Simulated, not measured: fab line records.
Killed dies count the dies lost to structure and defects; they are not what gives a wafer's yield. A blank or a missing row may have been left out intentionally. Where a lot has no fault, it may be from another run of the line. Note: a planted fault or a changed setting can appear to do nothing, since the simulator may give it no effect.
fab line records	flow n5_finfet
record: lots: 9	wafers: 27	last_day: 16
route steps=1938 shown BEOL_M1@808 BEOL_M4@1111 PASSIVATION@1936
lots untouched by any fault: they come from a run of this same line in which no faults occurred
start_h: hours from the record's opening day to when the first of the lot's shown wafers began	wait_h: hours from the lot's prior step to this one	" the same as in the row above	L1.1+2: a row that stands for several wafers	- no value present, or no start provided	* or withheld: withheld	< > ~ a bound
route shown NAME@n: NAME is a module with steps in the file, n the number in the route of the first one	usual: average and standard deviation across the fault-free wafers	same: alike in all rows	chamber/n: place in a boat	sites: the reading at each site	_std_site: the values' standard deviation	_edge_site: inner sites' mean taken away from outer sites' mean	radius_mm: how far each site lies from the wafer's centre	mask NAME#n: copy n	behind: the last tool/chamber to shape the wafer	hold: why the lot was held/for how many hours/how that ended	device: the transistor (n, p or np) that didn't switch	end of line: at the end of the route, the tests of the same wafers	a step given without rows: its recipe and nothing more	killed: dies lost to structure and defects at the first sort, not the wafer's yield	map: dies across one wafer; x = killed, . = not, _ = none there
set.NAME: the setting that was run; set.NAME@STEP: the one run at that earlier step	model.NAME: the simulator's own value behind a step, which no gauge read
route steps across a sampled set of lots; one table per step, one row per wafer
services: a tool's chamber out of use, with start hour (start_h, from the record's first day; less than 0 if before it), hours out, and reason
== steps ==
step: N5_BEOL_M1_CD_MEAS_35
recipe: target_cd_nm: 18	target_cd_y_nm: 21	polarity: opening
usual: cd_nm: 18.0/0.35
lot.wafer	tool	chamber	start_h	wait_h	cd_nm
L648.1	cd_sem-01	-	138.87	0.0	18.1
L648.3	"	-	"	"	18.3
L648.5	"	-	"	"	18.3
L650.2	cd_sem-02	-	142.47	0.0	18.0
L650.5	"	-	"	"	17.6
L650.6	"	-	"	"	17.8
L654.2	cd_sem-02	-	163.86	0.0	18.8
L654.4	"	-	"	"	18.7
L654.5	"	-	"	"	18.6
L655.1	cd_sem-01	-	170.70	0.0	17.9
L655.3	"	-	"	"	17.5
L655.6	"	-	"	"	18.1
L661.1	cd_sem-03	-	217.43	0.0	17.6
L661.2	"	-	"	"	18.0
L661.4	"	-	"	"	18.0
L664.3	cd_sem-03	-	232.37	0.0	17.6
L664.4	"	-	"	"	17.4
L664.6	"	-	"	"	17.5
L666.4	cd_sem-01	-	239.60	0.0	18.6
L666.5	"	-	"	"	18.2
L666.6	"	-	"	"	18.4
L667.2	cd_sem-02	-	246.19	0.0	18.1
L667.3	"	-	"	"	17.7
L667.4	"	-	"	"	18.5
L669.1	cd_sem-03	-	259.85	0.0	17.9
L669.2	"	-	"	"	17.9
L669.6	"	-	"	"	17.6
step: N5_BEOL_M1_ALD_84
recipe: material: TaN	target_thk_a: *	temp_c: 275	ald_precursor_family: PDMAT	ald_co_reactant: NH3	pressure_torr: 3	carrier_flow_sccm: 1500	pulse_time_s: 2	purge_time_s: 3	co_reactant_purge_time_s: 2	co_reactant_pulse_time_s: 3	ald_cycles: 30	precursor_vessel_temp_c: 75	precursor_vessel_pressure_torr: 26.25	precursor_vessel_carrier_sccm: 1000
usual: ald_cycles: 30/0	heater_power_w: 436/55	precursor_vessel_pressure_torr: 26.25/0.055
lot.wafer	tool	chamber	start_h	wait_h	ald_cycles	heater_power_w	precursor_vessel_pressure_torr
L648.1	ald_metal-03	2	139.38	0.0	30	393	26.30
L648.3	"	0	"	"	30	378	26.23
L648.5	"	3	"	"	30	478	26.23
L650.2	ald_metal-04	0	142.61	0.0	30	395	26.29
L650.5	"	2	"	"	30	366	26.25
L650.6	"	3	"	"	30	542	26.18
L654.2	ald_metal-04	1	164.50	0.0	30	438	26.25
L654.4	"	3	"	"	30	536	26.20
L654.5	"	2	"	"	30	367	26.14
L655.1	ald_metal-03	1	171.16	0.0	30	483	26.32
L655.3	"	3	"	"	30	468	26.24
L655.6	"	2	"	"	30	392	26.19
L661.1	ald_metal-03	1	217.79	0.0	30	493	26.18
L661.2	"	0	"	"	30	378	26.22
L661.4	"	3	"	"	30	467	26.26
L664.3	ald_metal-04	0	232.69	0.1	30	396	26.15
L664.4	"	2	"	"	30	369	26.24
L664.6	"	3	"	"	22	525	26.25
L666.4	ald_metal-03	1	239.98	0.1	30	488	26.07
L666.5	"	0	"	"	30	376	26.27
L666.6	"	3	"	"	30	462	26.29
L667.2	ald_metal-03	3	246.92	0.0	30	473	26.28
L667.3	"	0	"	"	30	385	26.29
L667.4	"	2	"	"	30	383	26.24
L669.1	ald_metal-03	1	260.49	0.1	30	488	26.33
L669.2	"	3	"	"	30	467	26.21
L669.6	"	0	"	"	30	375	26.27
step: N5_BEOL_M1_SURFACE_TREAT_85
recipe: gas: Ar	time_s: *	ion_energy_ev: *	ion_current_ma_cm2: 0.5	pressure_mtorr: *	ar_flow_sccm: 30
usual: throttle_valve_pct: *
same: time_s: *
lot.wafer	tool	chamber	start_h	wait_h	throttle_valve_pct
L648.1	pvd_sputter-01	-	139.85	0.4	*
L648.3	"	-	"	"	*
L648.5	"	-	"	"	*
L650.2	pvd_sputter-01	-	142.83	0.1	*
L650.5	"	-	"	"	*
L650.6	"	-	"	"	*
L654.2	pvd_sputter-01	-	164.84	0.2	*
L654.4	"	-	"	"	*
L654.5	"	-	"	"	*
L655.1	pvd_sputter-02	-	171.39	0.1	*
L655.3	"	-	"	"	*
L655.6	"	-	"	"	*
L661.1	pvd_sputter-02	-	218.03	0.1	*
L661.2	"	-	"	"	*
L661.4	"	-	"	"	*
L664.3	pvd_sputter-02	-	232.95	0.2	*
L664.4	"	-	"	"	*
L664.6	"	-	"	"	*
L666.4	pvd_sputter-02	-	240.28	0.2	*
L666.5	"	-	"	"	*
L666.6	"	-	"	"	*
L667.2	pvd_sputter-01	-	247.23	0.2	*
L667.3	"	-	"	"	*
L667.4	"	-	"	"	*
L669.1	pvd_sputter-02	-	262.37	1.8	*
L669.2	"	-	"	"	*
L669.6	"	-	"	"	*
step: N5_BEOL_M1_SPUTTER_81
recipe: material: Cu	target_thk_a: 45	temp_c: -20	chamber_pressure_pa: 0.07	power_w: withheld	time_s: 8.29
usual: throttle_valve_pct: 30.5/0.85
same: time_s: 8.29
lot.wafer	tool	chamber	start_h	wait_h	throttle_valve_pct
L648.1	pvd_sputter-01	-	140.52	0.1	30.4
L648.3	"	-	"	"	30.2
L648.5	"	-	"	"	31.3
L650.2	pvd_sputter-01	-	143.53	0.1	30.4
L650.5	"	-	"	"	30.3
L650.6	"	-	"	"	31.5
L654.2	pvd_sputter-02	-	165.54	0.1	31.7
L654.4	"	-	"	"	31.3
L654.5	"	-	"	"	29.7
L655.1	pvd_sputter-02	-	174.67	2.6	29.8
L655.3	"	-	"	"	31.4
L655.6	"	-	"	"	29.5
L661.1	pvd_sputter-03	-	218.71	0.1	29.5
L661.2	"	-	"	"	29.8
L661.4	"	-	"	"	29.6
L664.3	pvd_sputter-01	-	233.65	0.1	30.4
L664.4	"	-	"	"	32.0
L664.6	"	-	"	"	31.5
L666.4	pvd_sputter-02	-	240.96	0.1	29.5
L666.5	"	-	"	"	30.7
L666.6	"	-	"	"	30.0
L667.2	pvd_sputter-02	-	248.04	0.1	29.6
L667.3	"	-	"	"	29.7
L667.4	"	-	"	"	31.5
L669.1	pvd_sputter-02	-	263.17	0.1	29.5
L669.2	"	-	"	"	30.8
L669.6	"	-	"	"	30.8
step: N5_BEOL_M4_RC_MEAS_101
usual: CHAIN_V0: 235/8.7	CHAIN_V0_max_site: 244/9.3	COMB_M1: 5.7e-11/1.2e-11	COMB_M1_max_site: 8.4e-11/2e-11	DIBL_N: 36.3/1.7	DIBL_P: 36.5/1.8	IOFF_N: 0.16/0.033	IOFF_P: 0.21/0.037	ION_N: 675/11	ION_P: 462/7.9	SS_N: 71.6/0.64	SS_P: 73.3/0.68	VT_N: 249/3.3	VT_P: -250/3.3
lot.wafer	tool	chamber	start_h	wait_h	CHAIN_V0[ohm/link]	CHAIN_V0_max_site[ohm/link]	COMB_M1[S/m]	COMB_M1_max_site[S/m]	DIBL_N[mV/V]	DIBL_P[mV/V]	IOFF_N[nA/um]	IOFF_P[nA/um]	ION_N[uA/um]	ION_P[uA/um]	SS_N[mV/dec]	SS_P[mV/dec]	VT_N[mV]	VT_P[mV]
L648.1	prober-02	0	179.55	0.0	228	236	6.8e-11	8.6e-11	33.6	34.1	0.14	0.21	673	467	71.1	73.2	248	-248
L648.3	"	0	"	"	214	222	7.1e-11	1.17e-10	36.4	37.0	0.18	0.25	679	468	72.3	73.4	250	-249
L648.5	"	0	"	"	218	232	7.3e-11	8.9e-11	35.8	36.4	0.17	0.24	676	467	71.8	73.1	249	-246
L650.2	prober-01	0	181.49	0.2	226	235	4.4e-11	6.6e-11	35.7	36.1	0.15	0.18	682	467	71.0	73.3	251	-251
L650.5	"	0	"	"	232	234	3.9e-11	6.2e-11	33.6	33.4	0.11	0.14	681	462	71.0	72.8	255	-257
L650.6	"	0	"	"	224	228	4.7e-11	7.7e-11	36.1	36.5	0.14	0.18	677	463	71.5	73.3	253	-253
L654.2	prober-02	0	198.17	0.2	225	233	5.3e-11	7.5e-11	33.1	32.8	0.11	0.17	665	462	70.6	72.3	255	-253
L654.4	"	0	"	"	235	238	4.8e-11	7.6e-11	34.9	33.6	0.12	0.18	656	455	70.5	71.4	253	-250
L654.5	"	0	"	"	242	246	5.2e-11	6.8e-11	33.9	33.6	0.11	0.18	668	461	70.7	71.8	255	-251
L655.1	prober-02	0	207.58	0.0	248	259	7.2e-11	1e-10	37.4	38.4	0.18	0.24	660	460	72.2	73.5	251	-247
L655.3	"	0	"	"	230	241	5.4e-11	7.5e-11	35.1	34.8	0.14	0.18	658	445	71.9	72.8	254	-251
L655.6	"	0	"	"	233	243	5.6e-11	1.09e-10	32.3	33.3	0.11	0.16	657	457	70.5	72.1	255	-254
L661.1	prober-01	0	253.69	0.0	243	252	5.9e-11	8.1e-11	35.8	36.1	0.17	0.27	673	471	71.4	73.0	247	-244
L661.2	"	0	"	"	227	231	4.9e-11	5.8e-11	39.6	39.5	0.23	0.32	683	470	71.9	73.3	245	-241
L661.4	"	0	"	"	229	237	5.3e-11	6.8e-11	36.3	36.7	0.17	0.27	690	478	71.5	72.8	247	-243
L664.3	prober-02	0	264.16	0.3	242	254	5e-11	6.5e-11	37.3	35.4	0.16	0.22	675	466	71.4	72.8	247	-246
L664.4	"	0	"	"	235	239	6.3e-11	1.21e-10	35.6	34.2	0.15	0.22	703	481	71.4	72.5	246	-244
L664.6	"	0	"	"	197	205	1.43e-10	1.85e-10	35.4	34.3	0.14	0.21	677	469	71.2	72.8	249	-245
L666.4	prober-01	0	267.91	0.5	224	233	5e-11	8.6e-11	37.3	36.6	0.16	0.23	678	472	71.4	72.5	254	-245
L666.5	"	0	"	"	243	249	3.8e-11	6.1e-11	36.3	35.8	0.15	0.22	662	460	71.4	73.4	253	-248
L666.6	"	0	"	"	216	226	5e-11	6.1e-11	37.3	36.4	0.17	0.23	667	464	71.9	73.5	249	-247
L667.2	prober-02	0	288.09	0.2	255	264	5.4e-11	8.5e-11	33.4	33.1	0.13	0.17	682	465	71.4	72.7	251	-254
L667.3	"	0	"	"	238	252	5.4e-11	7.3e-11	35.3	34.8	0.16	0.19	677	462	71.3	73.6	247	-251
L667.4	"	0	"	"	236	245	7.4e-11	1.15e-10	34.3	33.9	0.14	0.18	672	459	71.9	73.2	250	-252
L669.1	prober-02	0	298.18	0.0	225	240	3.3e-11	6.5e-11	36.2	35.1	0.14	0.17	662	447	71.2	73.8	253	-251
L669.2	"	0	"	"	239	250	4.8e-11	7.5e-11	37.3	36.3	0.16	0.18	677	458	72.1	73.9	249	-254
L669.6	"	0	"	"	253	261	4.8e-11	5.6e-11	37.5	37.0	0.16	0.20	673	458	71.5	74.2	247	-253
sites CHAIN_V0 radius_mm=0,75,75,75,75,140,140,140,140
L648.1 233 236 233 231 228 209 220 216 212
L650.2 217 226 224 235 226 213 227 230 222
L654.2 225 231 230 233 225 229 217 225 218
L655.1 248 258 259 257 252 237 225 231 226
L661.1 239 243 238 252 237 251 243 252 238
L664.3 238 250 241 254 250 242 236 253 242
L666.4 224 231 233 233 233 220 221 217 213
L667.2 257 255 264 258 251 238 255 237 245
L669.1 233 233 240 225 233 213 219 210 219
sites COMB_M1 radius_mm=0,75,75,75,75,140,140,140,140
L648.1 4e-11 7.3e-11 7.5e-11 6.9e-11 4.3e-11 5.6e-11 5.9e-11 6.8e-11 8.6e-11
L650.2 4.6e-11 3.3e-11 3.3e-11 4.6e-11 5.6e-11 3.5e-11 2.6e-11 6.6e-11 4.4e-11
L654.2 5.7e-11 5.3e-11 3.9e-11 4.5e-11 7.5e-11 5.1e-11 5.1e-11 6e-11 5.6e-11
L655.1 7.5e-11 5.8e-11 8.3e-11 1e-10 7.2e-11 6.2e-11 9.2e-11 4.6e-11 4.4e-11
L661.1 5.9e-11 8.1e-11 4.1e-11 5.5e-11 5.4e-11 6.3e-11 7.4e-11 4.6e-11 7.1e-11
L664.3 5.1e-11 5.5e-11 6.5e-11 4.3e-11 5e-11 4.4e-11 5.6e-11 3.8e-11 3.4e-11
L666.4 6.9e-11 4.7e-11 5e-11 6.1e-11 8.6e-11 2.4e-11 4.1e-11 4.3e-11 5.4e-11
L667.2 6.2e-11 5.4e-11 2.8e-11 4.7e-11 8.5e-11 6.2e-11 4.7e-11 3.7e-11 6.1e-11
L669.1 3.3e-11 2.4e-11 3.3e-11 3.2e-11 3.5e-11 6.5e-11 3.5e-11 3e-11 3.9e-11
step: N5_PASSIVATION_PROBE_49
usual: defect_limited_yield: 91.3/1.5	killed_at_M0_to_M3: 34/9.4	killed_at_M4_up: 13/5.3	killed_at_contacts: 13/5.7	killed_at_front_end: 40/10	killed_at_other: 3.7/2.8	killed_dies: 103/17	killed_open: 67/13	killed_short: 35/8.5	sort_bin_4_leakage: 0.00/0.016	sort_bin_5_function: 5.0/0.98	sort_bin_6_memory: 3.3/0.7	sort_n_pass: 1077/17	sort_yield_pct: 91.3/1.5
same: gross_dies: 1180	killed_at_back_side: 0	sort_bin_8_speed[%]: 0
lot.wafer	tool	chamber	start_h	wait_h	defect_limited_yield[%]	killed_at_M0_to_M3	killed_at_M4_up	killed_at_contacts	killed_at_front_end	killed_at_other	killed_dies	killed_open	killed_short	sort_bin_4_leakage[%]	sort_bin_5_function[%]	sort_bin_6_memory[%]	sort_n_pass	sort_yield_pct[%]
L664.3	prober-02	-	365.44	0.1	91.2	42	21	1	35	5	104	82	22	0	4.9	3.9	1076	91.2
L664.4	prober-02	-	365.49	0.2	92.2	26	14	17	34	1	92	62	30	0	4.4	3.0	1088	92.2
L664.6	prober-02	-	365.59	0.3	87.9	110	5	5	19	4	143	54	17	6.02	3.8	1.9	1037	87.9
killed by level:class
L664.3 BEOL_M3:geometric_particle:open=17 BEOL_M4:geometric_particle:open=14 STI_FIN_REVEAL:geometric_particle:open=12 BEOL_M2:geometric_particle:open=6 FIN_SAQP:geometric_particle:open=5 DUMMY_GATE:geometric_particle:open=5 BEOL_M0_SAQP:geometric_particle:short=5 BEOL_M1:geometric_particle:open=5
L664.4 MOL_CONTACT_COAG:geometric_particle:open=12 BEOL_M3:geometric_particle:open=9 STI_FIN_REVEAL:geometric_particle:open=7 BEOL_M0_SAQP:geometric_particle:short=7 GATE_CUT:geometric_particle:short=6 BEOL_M4:geometric_particle:open=6 FIN_SAQP:geometric_particle:open=5 MOL_CONTACT_COAG:geometric_particle:short=5
L664.6 M1:area_ald=71 BEOL_M3:geometric_particle:open=12 BEOL_M2:geometric_particle:open=7 MOL_CONTACT_COAG:geometric_particle:open=5 STI_FIN_REVEAL:geometric_particle:open=4 BEOL_M0_SAQP:geometric_particle:open=4 BEOL_M0:geometric_particle:open=4 BEOL_M1:geometric_particle:open=4
== services ==
tool	chamber	start_h	hours	kind
pvd_sputter-03	-	121.68	0.6	repair
pvd_sputter-02	-	124.42	3.5	repair
ald_metal-03	-	181.49	2.8	pm
ald_metal-04	-	197.73	8.7	pm
ald_metal-03	2	231.99	5.6	repair
ald_metal-03	-	252.44	0.6	repair
== key ==
first_sign: step: N5_BEOL_M1_ALD_84	reading: ald_cycles	direction: down	sigmas: 99+	usual: *	struck: *
effect: step: N5_BEOL_M4_RC_MEAS_101	reading: COMB_M1	direction: up	sigmas: 7.1	usual: 5.7e-11	struck: 1.43e-10
effect: step: N5_BEOL_M4_RC_MEAS_101	reading: CHAIN_V0	direction: down	sigmas: 4.4	usual: 235	struck: 197
effect: step: N5_BEOL_M4_RC_MEAS_101	reading: COMB_M1_max_site	direction: up	sigmas: 5	usual: 8.4e-11	struck: 1.85e-10
effect: step: N5_BEOL_M4_RC_MEAS_101	reading: CHAIN_V0_max_site	direction: down	sigmas: 4.2	usual: 244	struck: 205
effect: step: N5_PASSIVATION_PROBE_49	reading: sort_bin_4_leakage	direction: up	sigmas: 71	usual: 0.00	struck: 6.02
more_kills_born_at: N5_BEOL_M1_ALD_84@ald_metal-04: 71
met_at N5_BEOL_M1_ALD_84
struck_lots L664
struck_wafers L664.6
not_acting_at N5_BEOL_M1_CD_MEAS_35,N5_BEOL_M1_SURFACE_TREAT_85,N5_BEOL_M1_SPUTTER_81
onset_between 164.50 232.69
fault: kind: process_parameter_drift	tool: ald_metal-04	chamber: 3	onset_h: 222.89	steps: N5_BEOL_M1_ALD_84	channel: ald_cycles	offset: *	shape: step	end_h: 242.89	acts_in: *	stated: *
